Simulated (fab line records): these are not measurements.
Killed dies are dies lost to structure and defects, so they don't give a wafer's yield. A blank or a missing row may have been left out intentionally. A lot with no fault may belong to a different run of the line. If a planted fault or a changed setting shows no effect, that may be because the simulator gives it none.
A lot that was struck, set against a sound lot | flow n5_finfet | 40 steps out of a route of 1938
Sound: these wafers, L851.2, L851.5, L851.6. Struck: wafer L862.5 (left out: L862.2, L862.4 of the same lot, which were not struck); the cause appears at the end.
Per side, at each step with rows, come the tool, then ch with its chambers, and then its first start. Under that, the readings that differ: sound wafers | struck wafers | difference of the means | sigmas: that difference in standard deviations of wafers without a fault.
alike: a reading whose means differ by less than 2 such deviations, as well as words and numbers matching on both sides. not compared: withheld readings; readings where some wafer has no value; bounds like >300 that might hide an equal value; numbers whose values overlap and for which the record gives no deviation.
A row with sigmas, a row that says differs or no value, or rows on one side alone: a step with any of these is where the two part. Non-overlapping numbers with no deviation appear without sigmas and do not part them. Lack of a reading on every wafer of one side parts them only where that side has two or more wafers.

first, 1 step without rows for these wafers: N5_BEOL_M0_DEGAS_112 (time 60 s).
N5_BEOL_M0_PRE_CLEAN_113: time 30 s.
  struck on pvd_sputter-03, day 9 19:23; sound on pvd_sputter-01, day 6 19:59
  alike: heater_power_w
then, 6 steps without rows for these wafers: N5_BEOL_M0_ALD_136 (deposits TaN, pulse time 2 s, purge time 3 s, co reactant purge time 2 s); N5_BEOL_M0_SURFACE_TREAT_137; N5_BEOL_M0_CVD_115 (deposits Co from CCTBA/H2, time 120 s); N5_BEOL_M0_SPUTTER_116 (material Cu, target thk 4 nm, time 7.37 s); N5_BEOL_M0_ANNEAL_117 (time 60 s); N5_BEOL_M0_SPUTTER_132 (material Cu, target thk 4 nm, time 7.37 s).
N5_BEOL_M0_ANNEAL_133: time 60 s.
  struck on pvd_sputter-01, day 9 20:47; sound on pvd_sputter-03, day 6 22:47
  alike: heater_power_w
then, 1 step without rows for these wafers: N5_BEOL_M0_SPUTTER_134 (material Cu, target thk 4 nm, time 7.37 s).
N5_BEOL_M0_ANNEAL_135: time 60 s.
  struck on pvd_sputter-01, day 9 20:54; sound on pvd_sputter-03, day 6 22:54
  alike: heater_power_w
then, 1 step without rows for these wafers: N5_BEOL_M0_SPUTTER_141 (material Cu, target thk 4 nm, time 7.37 s).
N5_BEOL_M0_ECD_118: material Cu, target thk 300 nm.
  sound on ecd_cu-02 ch 0,1, day 6 23:04; struck on ecd_cu-02 ch 0,1, day 9 21:04
then, 5 steps without rows for these wafers: N5_BEOL_M0_ANNEAL_119 (time 90 s); N5_BEOL_M0_CMP_120 (polishes, stops on SiOC, t overpolish 6.9 s); N5_BEOL_M0_PRE_CLEAN_131 (time 15 s); N5_BEOL_M0_CO_CAP_123 (material Co, precursor CCTBA/H2, target thk 2 nm, time 102.1 s); N5_BEOL_M0_PRE_CLEAN_124 (time 15 s).
N5_BEOL_M0_DEP_125: deposits SiCN from 3MS/NH3, target thk 8 nm, time 14 s.
  sound on pecvd-04 ch 0,1, day 6 23:59; struck on pecvd-03 ch 2, day 9 21:56
  reading                | sound        | struck | difference | sigmas
  throttle_valve_pct (%) | 9.8 9.3 10.0 | 8.5    | -1.2       | -2
  alike: chamber_pressure_Torr, showerhead_plenum_p_Torr, showerhead_vpp_V
N5_BEOL_M0_RS_MEAS_126: the measuring method here is four-point-probe.
  struck on film_metro-01, day 9 22:00; sound on film_metro-02, day 7 00:03
  alike: M0_RS
then, 1 step without rows for these wafers: N5_BEOL_M1_ILD_DEP_00 (deposits SiOC from DEMS/O2, target thk 79 nm, time 15.3 s).
N5_BEOL_M1_THK_MEAS_01:
  struck on film_metro-02, day 9 22:08; sound on film_metro-01, day 7 00:11
  reading         | sound          | struck | difference | sigmas
  M1_ILD_THK (nm) | 76.9 78.7 78.2 | 80.1   | +2.2       | +2
then, 11 steps without rows for these wafers: N5_BEOL_M1_PECVD_72 (deposits SiO2 from TEOS/O2, target thk 16 nm, time 18 s); N5_BEOL_M1_HM_DEP_02 (deposits TiN, target thk 20 nm); N5_BEOL_M1_COAT_61 (time 60 s, resist thk 60 nm); N5_BEOL_M1_COAT_62 (time 60 s, resist thk 12 nm); N5_BEOL_M1_COAT_73 (time 60 s, resist thk 5 nm); N5_BEOL_M1_COAT_05 (resist thk 30 nm); N5_BEOL_M1_EBR_07; N5_BEOL_M1_SOFTBAKE_06 (time 60 s); N5_BEOL_M1_EXPOSE_08 (exposes mask M1); N5_BEOL_M1_PEB_09 (peb time 60 s); N5_BEOL_M1_DEVELOP_10 (develop time 30 s).
N5_BEOL_M1_CD_MEAS_11 targets a cd of 17.05 nm.
  sound on cd_sem-01 ch 0, day 7 04:30; struck on cd_sem-02 ch 0, day 9 23:05
  alike: cd_nm
N5_BEOL_M1_OVL_MEAS_12:
  sound on overlay-01 ch 0, day 7 04:32; struck on overlay-01 ch 0, day 9 23:07
  alike: M1_OVL
N5_BEOL_M1_DESCUM_16: chemistry O2, time 7 s.
  sound on rie_diel-03 ch 1,2, day 7 04:38; struck on rie_diel-03 ch 2, day 9 23:12
  alike: drypump_motor_current_A, oes_product_au, rf_vpp_V, showerhead_plenum_p_Torr, throttle_valve_pct
  not compared: rf_hours_counter_h
then, 3 steps without rows for these wafers: N5_BEOL_M1_ETCH_74 (etches underlayer in N2/H2, target depth 6.5 nm, time 5.2 s); N5_BEOL_M1_ETCH_63 (etches SiARC in CF4, target depth 15.6 nm, time 26 s); N5_BEOL_M1_ETCH_64 (etches SOC in N2/H2, target depth 75 nm, overetch 15 nm, time 112.5 s).
-- a jump in the record: the struck wafers' starts before and after are 7 days apart (it breaks off in module BEOL_M1 and resumes in module PASSIVATION, where the first step shown is number 1936 of the route) --
N5_PASSIVATION_PROBE_49:
  struck on prober-02, day 17 07:34; sound on prober-01, day 14 19:34
  reading                  | sound          | struck | difference | sigmas
  defect_limited_yield (%) | 90.3 90.2 91.7 | 48.1   | -42.6      | -30
  killed_at_M0_to_M3       | 46 34 32       | 574    | +537       | +54
  killed_at_M4_up          | 18 14 22       | 2      | -16        | -3
  killed_dies              | 115 116 98     | 612    | +502       | +31
  killed_on_rim            | 29 15 11       | 88     | +70        | +17
  killed_open              | 76 88 61       | 37     | -38        | -3
  sort_bin_5_function (%)  | 4.7 6.0 4.7    | 32.5   | +27.4      | +30
  sort_bin_6_memory (%)    | 4.2 3.6 3.0    | 15.8   | +12.2      | +18
  sort_n_pass              | 1065 1064 1082 | 568    | -502       | -30
  sort_yield_pct (%)       | 90.3 90.2 91.7 | 48.1   | -42.6      | -30
  alike: killed_at_contacts, killed_at_front_end, killed_at_other, killed_short

## WHERE THEY PART
Earliest at N5_BEOL_M0_DEP_125; latest, in this record, at N5_PASSIVATION_PROBE_49.

WHY: what had been put in by the simulator
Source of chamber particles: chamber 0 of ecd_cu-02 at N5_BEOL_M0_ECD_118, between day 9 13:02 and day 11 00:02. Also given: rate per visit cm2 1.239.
